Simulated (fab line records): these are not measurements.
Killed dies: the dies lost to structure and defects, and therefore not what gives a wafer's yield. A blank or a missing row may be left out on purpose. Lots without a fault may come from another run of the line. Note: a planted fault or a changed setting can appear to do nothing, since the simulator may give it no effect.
Matching of chambers -- flow n5Finfet -- 4 sister chambers for N5_MIM_TOP_LITHO_DESCUM_10 on rieDiel-04
The step chemistry O2, time 7.9 s. 18 wafers are shown with their chamber, then 9 later ones without.

== WAFERS, EACH WITH ITS CHAMBER ==
wafer,chamber,drypumpMotorCurrentA (A),showerheadPlenumPTorr (Torr),throttleValvePct (%)
L074.2,0,5.8,2.12,20.23
L074.3,3,5.5,2.02,20.64
L074.5,2,5.6,2.10,20.46
L075.3,1,6.1,1.98,20.69
L075.5,2,5.6,2.10,20.47
L075.6,3,5.5,2.02,20.66
L076.1,2,5.6,2.09,20.47
L076.4,3,5.5,2.02,20.67
L076.5,2,5.6,2.09,20.47
L077.1,2,5.6,2.09,20.46
L077.4,3,5.5,2.02,20.68
L077.5,0,5.8,2.11,20.25
L079.1,0,5.8,2.11,20.28
L079.4,1,6.2,1.98,20.70
L079.6,1,6.2,1.98,20.72
L084.1,3,5.5,2.01,20.70
L084.4,1,6.1,1.97,20.73
L084.6,3,5.5,2.01,20.71

SIGNATURES (means of the wafers above)
reading,chamber 0,chamber 1,chamber 2,chamber 3,scatter within a chamber
drypumpMotorCurrentA,5.800,6.150,5.600,5.500,0.0267
showerheadPlenumPTorr,2.1133,1.9775,2.0940,2.0167,0.00531
throttleValvePct,20.2533,20.7100,20.4660,20.6767,0.0202
Rule: a wafer lies at a distance from a chamber equal to the root of the sum of squares, over the readings, of (its reading less the chamber's mean, divided by the reading's scatter). The wafer belongs to the nearest chamber; if the next one is less than 2 further off, it can't be placed. How the scatter is found: for the shown wafers, subtract from each reading the mean of its chamber, square and add these, divide the total by (wafers less chambers), then take the root.

== WAFERS WHOSE CHAMBER IS MISSING ==
wafer,drypumpMotorCurrentA (A),showerheadPlenumPTorr (Torr),throttleValvePct (%)
L093.3,5.6,2.08,20.57
L093.4,5.5,2.00,20.72
L093.6,5.6,2.08,20.55
L097.1,5.6,2.07,20.56
L097.4,5.8,2.10,20.32
L097.6,6.2,2.23,20.46
L095.2,5.8,2.10,20.32
L095.4,6.1,2.23,20.48
L095.5,5.8,2.10,20.32

== WHICH CHAMBER EACH ONE RAN IN ==
wafer,from the rows above,in truth
L093.3,2,2
L093.4,3,3
L093.6,2,2
L097.1,2,2
L097.4,0,0
L097.6,0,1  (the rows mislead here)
L095.2,0,0
L095.4,0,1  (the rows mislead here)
L095.5,0,0
Correct placement for 7 of the 9. Number that these rows cannot place: 0. 2 placed wrongly.
